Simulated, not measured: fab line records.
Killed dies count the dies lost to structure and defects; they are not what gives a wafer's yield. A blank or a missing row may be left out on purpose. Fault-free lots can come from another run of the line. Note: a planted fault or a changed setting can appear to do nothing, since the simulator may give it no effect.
Which of the tools did it?	flow n5-finfet	Sampling: 24 lots, 72 wafers, 5 of 1938 route steps

== WHAT THE GAUGES READ, wafer by wafer ==
N5_BEOL_M6_INSPECT_13: inspects for defects (brightfield). Usual: raw-defect-count reads 381 (standard deviation 89).
lot	measured	on	raw-defect-count	flag
L074	day 8 04:33	defect-inspect-02	215 265 295	
L076	day 8 20:18	defect-inspect-01	410 663 542	
L075	day 8 23:48	defect-inspect-02	428 444 382	
L077	day 9 05:10	defect-inspect-01	360 321 361	
L078	day 9 11:52	defect-inspect-01	320 370 387	
L079	day 9 16:21	defect-inspect-02	445 516 420	
L080	day 9 23:31	defect-inspect-01	376 370 345	
L081	day 10 00:41	defect-inspect-02	302 416 389	
L082	day 10 07:15	defect-inspect-02	304 366 333	
L083	day 10 15:15	defect-inspect-02	447 449 444	
L084	day 10 22:38	defect-inspect-02	356 442 311	
L085	day 11 04:16	defect-inspect-02	352 354 465	
L086	day 11 09:08	defect-inspect-01	470 296 393	
L087	day 11 19:41	defect-inspect-01	347 359 425	
L088	day 12 02:07	defect-inspect-02	376 289 513	
L089	day 12 03:08	defect-inspect-01	424 293 399	
L090	day 12 14:49	defect-inspect-02	438 418 389	
L091	day 12 10:32	defect-inspect-01	411 563 329	
L092	day 12 21:04	defect-inspect-02	599 394 526	
L093	day 13 05:54	defect-inspect-02	345 278 422	
L094	day 13 12:08	defect-inspect-01	239 355 420	
L095	day 13 19:22	defect-inspect-02	365 264 347	
L097	day 14 03:34	defect-inspect-01	270 374 337	
L096	day 14 04:21	defect-inspect-01	381 313 280	

N5_BEOL_M6_CD_MEAS_28: target cd 40 nm. Usual: cd-nm reads 39.97 nm (standard deviation 0.23).
lot	measured	on	cd-nm (nm)	flag
L074	day 8 07:49	cd-sem-03	40.41 39.87 39.94	
L076	day 8 23:15	cd-sem-01	40.05 39.58 39.94	
L075	day 9 02:10	cd-sem-03	40.27 40.01 39.73	
L077	day 9 07:26	cd-sem-02	39.70 39.90 39.97	
L078	day 9 14:01	cd-sem-01	39.68 40.01 39.75	
L079	day 9 17:53	cd-sem-02	39.80 39.71 40.25	
L080	day 10 02:40	cd-sem-01	40.04 40.18 39.93	
L081	day 10 02:50	cd-sem-01	40.25 40.36 39.83	
L082	day 10 09:47	cd-sem-02	39.58 39.62 39.97	
L083	day 10 17:31	cd-sem-03	40.00 40.23 40.16	
L084	day 11 00:28	cd-sem-02	40.19 40.28 39.56	
L085	day 11 06:13	cd-sem-03	39.53 39.94 40.14	
L086	day 11 11:01	cd-sem-01	39.99 39.87 39.98	
L087	day 11 21:38	cd-sem-01	39.67 39.58 39.87	
L088	day 12 04:12	cd-sem-03	39.91 40.29 40.02	
L089	day 12 05:06	cd-sem-01	40.30 40.04 39.80	
L090	day 12 15:44	cd-sem-01	40.13 39.84 40.32	
L091	day 12 13:17	cd-sem-02	40.08 39.75 40.20	
L092	day 12 23:17	cd-sem-01	40.37 39.93 40.00	
L093	day 13 07:47	cd-sem-01	40.05 39.48 39.83	
L094	day 13 15:15	cd-sem-02	40.28 40.14 39.75	
L095	day 14 01:01	cd-sem-03	39.90 40.17 40.25	
L097	day 14 04:38	cd-sem-01	40.03 40.30 40.08	
L096	day 14 05:24	cd-sem-01	40.00 40.09 40.19	

== TOOL THAT RAN EACH LOT (tool first, then ch and the chambers of the sampled wafers, then the start) ==
lot	N5_BEOL_M5_STRIP_64	N5_BEOL_M5_ANNEAL_51	N5_BEOL_M5_DEP_56
L074	rie-diel-02 ch 0,1,2, day 7 17:02	rtp-anneal-01 ch 0, day 8 01:24	pecvd-02 ch 0,2, day 8 02:13
L076	rie-diel-06 ch 1,2,3, day 8 09:29	rtp-anneal-01 ch 0, day 8 16:55	pecvd-02 ch 0,1,2, day 8 18:01
L075	rie-diel-06 ch 2,3, day 8 11:01	rtp-anneal-02 ch 0, day 8 19:55	pecvd-03 ch 0,1, day 8 20:48
L077	rie-diel-02 ch 1,2,3, day 8 17:14	rtp-anneal-01 ch 0, day 9 01:53	pecvd-03 ch 0,2, day 9 02:56
L078	rie-diel-02 ch 0,1, day 9 00:50	rtp-anneal-02 ch 0, day 9 08:29	pecvd-02 ch 0,2, day 9 09:13
L079	rie-diel-02 ch 0,1,2, day 9 06:55	rtp-anneal-01 ch 0, day 9 14:04	pecvd-03 ch 0,1, day 9 14:51
L080	rie-diel-06 ch 1,2,3, day 9 12:17	rtp-anneal-01 ch 0, day 9 20:28	pecvd-01 ch 0,1, day 9 21:15
L081	rie-diel-05 ch 1,2, day 9 13:44	rtp-anneal-01 ch 0, day 9 22:19	pecvd-01 ch 1, day 9 23:04
L082	rie-diel-06 ch 0,3, day 9 19:35	rtp-anneal-01 ch 0, day 10 04:31	pecvd-03 ch 0,1,2, day 10 05:18
L083	rie-diel-05 ch 0,1,2, day 10 03:52	rtp-anneal-02 ch 0, day 10 11:49	pecvd-01 ch 0,1, day 10 12:46
L084	rie-diel-06 ch 2,3, day 10 12:02	rtp-anneal-02 ch 0, day 10 19:35	pecvd-01 ch 0,1, day 10 20:24
L085	rie-diel-05 ch 0,2,3, day 10 15:32	rtp-anneal-01 ch 0, day 11 01:38	pecvd-03 ch 0,2, day 11 02:27
L086	rie-diel-05 ch 1,2,3, day 10 22:46	rtp-anneal-02 ch 0, day 11 06:59	pecvd-01 ch 0,2, day 11 07:46
L087	rie-diel-06 ch 0,3, day 11 08:31	rtp-anneal-02 ch 0, day 11 16:09	pecvd-02 ch 0,1, day 11 16:57
L088	rie-diel-06 ch 0,2, day 11 15:16	rtp-anneal-02 ch 0, day 11 22:34	pecvd-03 ch 0,1,2, day 11 23:21
L089	rie-diel-02 ch 0,1,3, day 11 15:26	rtp-anneal-02 ch 0, day 12 00:31	pecvd-01 ch 1,2, day 12 01:14
L090	rie-diel-02 ch 0,1,3, day 11 22:02	rtp-anneal-01 ch 0, day 12 10:12	pecvd-02 ch 0,1,2, day 12 10:52
L091	rie-diel-06 ch 0,3, day 11 23:22	rtp-anneal-01 ch 0, day 12 07:24	pecvd-01 ch 0,1,2, day 12 08:09
L092	rie-diel-02 ch 1,3, day 12 06:24	rtp-anneal-02 ch 0, day 12 17:49	pecvd-01 ch 1,2, day 12 18:33
L093	rie-diel-05 ch 0,3, day 12 17:07	rtp-anneal-01 ch 0, day 13 01:52	pecvd-01 ch 0,1,2, day 13 02:39
L094	rie-diel-06 ch 0,1,3, day 13 01:38	rtp-anneal-01 ch 0, day 13 09:32	pecvd-01 ch 1,2, day 13 10:17
L095	rie-diel-02 ch 0,1,2, day 13 09:56	rtp-anneal-01 ch 0, day 13 17:14	pecvd-03 ch 1,2, day 13 18:01
L097	rie-diel-06 ch 0,1,2, day 13 17:04	rtp-anneal-01 ch 0, day 14 01:00	pecvd-01 ch 0,2, day 14 01:45
L096	rie-diel-05 ch 0,2, day 13 18:31	rtp-anneal-01 ch 0, day 14 01:56	pecvd-02 ch 0,2, day 14 02:41
- N5_BEOL_M5_STRIP_64: strips in CF4.
- N5_BEOL_M5_ANNEAL_51: time 90 s.
- N5_BEOL_M5_DEP_56: deposits SiCN from 3MS/NH3, target thk 8 nm, time 14 s.

== WHAT THE TOOLS THEMSELVES READ (means of the sampled wafers that have a number; where no wafer has one, the mark that the record gives instead) ==
N5_BEOL_M5_STRIP_64. Usual: drypump-motor-current-A 5.5 A, standard deviation 0.41; oes-product-au 0.78 a.u., standard deviation 0.064; rf-vpp-V 271.1 V, standard deviation 1.8; showerhead-plenum-p-Torr 1.79 Torr, standard deviation 0.064; throttle-valve-pct 13.47 %, standard deviation 0.13.
lot	tool	drypump-motor-current-A (A)	oes-product-au (a.u.)	rf-vpp-V (V)	showerhead-plenum-p-Torr (Torr)	throttle-valve-pct (%)	flag
L074	rie-diel-02	5.7	0.75	270.8	1.75	13.49	
L076	rie-diel-06	5.3	0.75	270.1	1.78	13.54	
L075	rie-diel-06	5.5	0.79	272.6	1.81	13.40	
L077	rie-diel-02	5.8	0.74	270.3	1.78	13.50	
L078	rie-diel-02	5.4	0.74	270.2	1.76	13.50	
L079	rie-diel-02	5.7	0.74	269.8	1.75	13.53	
L080	rie-diel-06	5.3	0.75	270.2	1.78	13.55	
L081	rie-diel-05	5.6	0.85	272.7	1.84	13.39	
L082	rie-diel-06	5.8	0.82	269.5	1.73	13.35	
L083	rie-diel-05	5.7	0.83	271.6	1.83	13.40	
L084	rie-diel-06	5.6	0.78	271.1	1.81	13.44	
L085	rie-diel-05	5.4	0.82	271.2	1.82	13.37	
L086	rie-diel-05	5.4	0.83	273.0	1.83	13.38	
L087	rie-diel-06	5.7	0.84	270.1	1.78	13.35	
L088	rie-diel-06	5.5	0.85	271.9	1.84	13.40	
L089	rie-diel-02	5.5	0.73	271.9	1.78	13.54	
L090	rie-diel-02	5.5	0.73	271.2	1.78	13.54	
L091	rie-diel-06	5.8	0.80	269.0	1.72	13.38	
L092	rie-diel-02	5.8	0.73	270.6	1.76	13.47	
L093	rie-diel-05	5.8	0.81	271.2	1.79	13.45	
L094	rie-diel-06	5.4	0.84	268.9	1.75	13.37	
L095	rie-diel-02	5.7	0.71	269.7	1.74	13.60	
L097	rie-diel-06	5.2	0.84	271.8	1.82	13.40	
L096	rie-diel-05	5.7	0.79	272.9	1.82	13.46	

N5_BEOL_M5_ANNEAL_51. Usual: wafer_temp_C_max reads 226.08 (standard deviation 0.24).
lot	tool	wafer_temp_C_max	flag
L074	rtp-anneal-01	226.19	
L076	rtp-anneal-01	226.13	
L075	rtp-anneal-02	226.16	
L077	rtp-anneal-01	226.08	
L078	rtp-anneal-02	226.20	
L079	rtp-anneal-01	225.93	
L080	rtp-anneal-01	226.32	
L081	rtp-anneal-01	226.26	
L082	rtp-anneal-01	225.68	
L083	rtp-anneal-02	226.03	
L084	rtp-anneal-02	226.04	
L085	rtp-anneal-01	226.00	
L086	rtp-anneal-02	226.33	
L087	rtp-anneal-02	226.15	
L088	rtp-anneal-02	225.90	
L089	rtp-anneal-02	226.03	
L090	rtp-anneal-01	226.07	
L091	rtp-anneal-01	225.78	
L092	rtp-anneal-02	226.23	
L093	rtp-anneal-01	225.99	
L094	rtp-anneal-01	226.02	
L095	rtp-anneal-01	225.81	
L097	rtp-anneal-01	226.06	
L096	rtp-anneal-01	226.21	

N5_BEOL_M5_DEP_56. Usual: showerhead-plenum-p-Torr 3.668 Torr, standard deviation 0.014; throttle-valve-pct 9.4 %, standard deviation 0.66.
lot	tool	showerhead-plenum-p-Torr (Torr)	throttle-valve-pct (%)	flag
L074	pecvd-02	3.654	9.2	
L076	pecvd-02	3.661	9.4	
L075	pecvd-03	3.673	9.3	
L077	pecvd-03	3.675	9.1	
L078	pecvd-02	3.658	9.5	
L079	pecvd-03	3.669	9.2	
L080	pecvd-01	3.662	9.5	
L081	pecvd-01	3.685	10.6	
L082	pecvd-03	3.674	9.1	
L083	pecvd-01	3.658	9.5	
L084	pecvd-01	3.673	10.0	
L085	pecvd-03	3.675	9.0	
L086	pecvd-01	3.654	9.1	
L087	pecvd-02	3.660	9.6	
L088	pecvd-03	3.670	9.1	
L089	pecvd-01	3.681	10.2	
L090	pecvd-02	3.662	9.2	
L091	pecvd-01	3.671	9.4	
L092	pecvd-01	3.677	10.1	
L093	pecvd-01	3.669	9.4	
L094	pecvd-01	3.673	9.6	
L095	pecvd-03	3.671	9.3	
L097	pecvd-01	3.654	8.9	
L096	pecvd-02	3.654	9.1	

== THE ANSWER, worked out from the rows above alone ==
Rule: take the mean of a lot's wafers that have a number; if it is more than 3 standard deviations from the usual mean, the lot is off. Also off: a lot with no number at a reading for which 4 or more lots have one. The other lots that the step has rows for count as sound. The gauges are gone through in route order, then the tools' own readings, and for those a lot's mean is taken as printed above. The first step at which some lot is off is used, and at that step the reading that is off furthest; a lot without a number counts as furthest.
No lot is off on any of the readings shown, so nothing can be concluded from this.

== WHAT WAS PUT IN BY THE SIMULATOR ==
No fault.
